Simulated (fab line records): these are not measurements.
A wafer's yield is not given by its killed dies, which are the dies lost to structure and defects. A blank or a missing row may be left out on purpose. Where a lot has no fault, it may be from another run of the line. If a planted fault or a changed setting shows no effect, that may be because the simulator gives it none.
A lot that was struck, set against a sound lot    flow nand_harc    15 out of 1302 route steps
Sound: wafers L978.2, L978.4, L978.6. Wafers L974.3, L974.4, L974.5 were the ones struck. The cause comes at the end.
At each step with rows: each side's tool, then ch and its chambers, then its first start. Under that, the readings that differ: sound wafers    struck wafers    difference of the means    sigmas: that difference in standard deviations of wafers without a fault.
alike: a reading whose means differ by less than 2 such deviations, as well as words and numbers matching on both sides. not compared: withheld readings; readings where some wafer has no value; bounds like >300 that might hide an equal value; numbers whose values overlap and for which the record gives no deviation.
The two part at a step that has a row with sigmas, a row that says differs or no value, or rows on one side only. Numbers that don't overlap but have no deviation are shown without sigmas and don't part them. A reading missing from all wafers of one side parts the sides only when that side holds two or more wafers.

NHARC_A_CONTACT_DESCUM_47: chemistry O2, time 3 s.
  sound on rie_diel-05 ch 1,2,3, day 28 01:17; struck on rie_diel-05 ch 0,1,3, day 26 04:40
  alike: drypump_motor_current_A, mfc_ar_sccm, oes_product_au, rf_vpp_V, showerhead_plenum_p_Torr, throttle_valve_pct
  not compared: rf_hours_counter_h
NHARC_A_CONTACT_ETCH_48: etches the open film in CF4, target depth 39 nm, time 65 s.
  sound on rie_diel-05 ch 1,2,3, day 28 01:22; struck on rie_diel-05 ch 1,3, day 26 04:44
  alike: chamber_pressure_mTorr, drypump_motor_current_A, mfc_ar_sccm, oes_product_au, rf_vpp_V, showerhead_plenum_p_Torr, throttle_valve_pct
  not compared: rf_hours_counter_h
then, 3 steps without rows for these wafers: NHARC_A_CONTACT_ETCH_49 (etches the open film in N2/H2, target depth 260 nm, time 475.3 s); NHARC_A_CONTACT_ETCH_50 (etches the open film in CF4/CHF3, target depth 121 nm, time 60.5 s); NHARC_A_CONTACT_ETCH_51 (etches the open film in O2/COS, target depth 7000 nm, time 1820 s).
NHARC_A_CONTACT_ETCH_111: etches the open film in C4F8/O2/Ar, time 140 s, target depth 700 nm.
  sound on har_cap_etch-01 ch 0, day 28 03:09; struck on har_cap_etch-02 ch 0,1, day 26 06:46
  alike: chamber_pressure_mTorr
  not compared: rf_hours_counter_h
then, 2 steps without rows for these wafers: NHARC_A_CONTACT_ETCH_112 (etches the open film in C4F8/O2/Ar, time 190 s, target depth 1850 nm); NHARC_A_CONTACT_ETCH_113 (etches the open film in C4F8/O2/Ar, time 190 s, target depth 1850 nm).
NHARC_A_CONTACT_ETCH_114: etches the open film in C4F8/O2/Ar, time 190 s, target depth 1850 nm.
  sound on har_cap_etch-01 ch 0, day 28 03:41; struck on har_cap_etch-02 ch 0,1, day 26 07:18
  alike: chamber_pressure_mTorr
  not compared: rf_hours_counter_h
then, 2 steps without rows for these wafers: NHARC_A_CONTACT_ETCH_115 (etches the open film in C4F8/O2/Ar, time 190 s, target depth 1850 nm); NHARC_A_CONTACT_ETCH_116 (etches the open film in C4F8/O2/Ar, time 190 s, target depth 1850 nm).
NHARC_A_CONTACT_ETCH_117: etches the open film in C4F8/O2/Ar, time 190 s, target depth 1850 nm.
  sound on har_cap_etch-01 ch 0, day 28 04:12; struck on har_cap_etch-02 ch 0,1, day 26 07:49
  alike: chamber_pressure_mTorr
  not compared: rf_hours_counter_h
NHARC_A_CONTACT_ETCH_118: etches the open film in C4F8/O2/Ar, time 190 s, target depth 1850 nm.
  sound on har_cap_etch-01 ch 0, day 28 04:22; struck on har_cap_etch-02 ch 0,1, day 26 07:59
reading                         sound                 struck                difference  sigmas
chamber_pressure_mTorr (mTorr)  20.025 19.991 20.017  16.017 15.985 15.999  -4.011      -99 or more
  not compared: rf_hours_counter_h
then, 2 steps without rows for these wafers: NHARC_A_CONTACT_ETCH_119 (etches the open film in C4F8/O2/Ar, time 190 s, target depth 1850 nm); NHARC_END_SORT_01.

## WHERE THEY PART
Only at NHARC_A_CONTACT_ETCH_118, as far as this record shows.

WHY: whatever the simulator had introduced
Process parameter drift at NHARC_A_CONTACT_ETCH_118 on har_cap_etch-02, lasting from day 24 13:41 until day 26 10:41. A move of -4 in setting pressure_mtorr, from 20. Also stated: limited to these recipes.
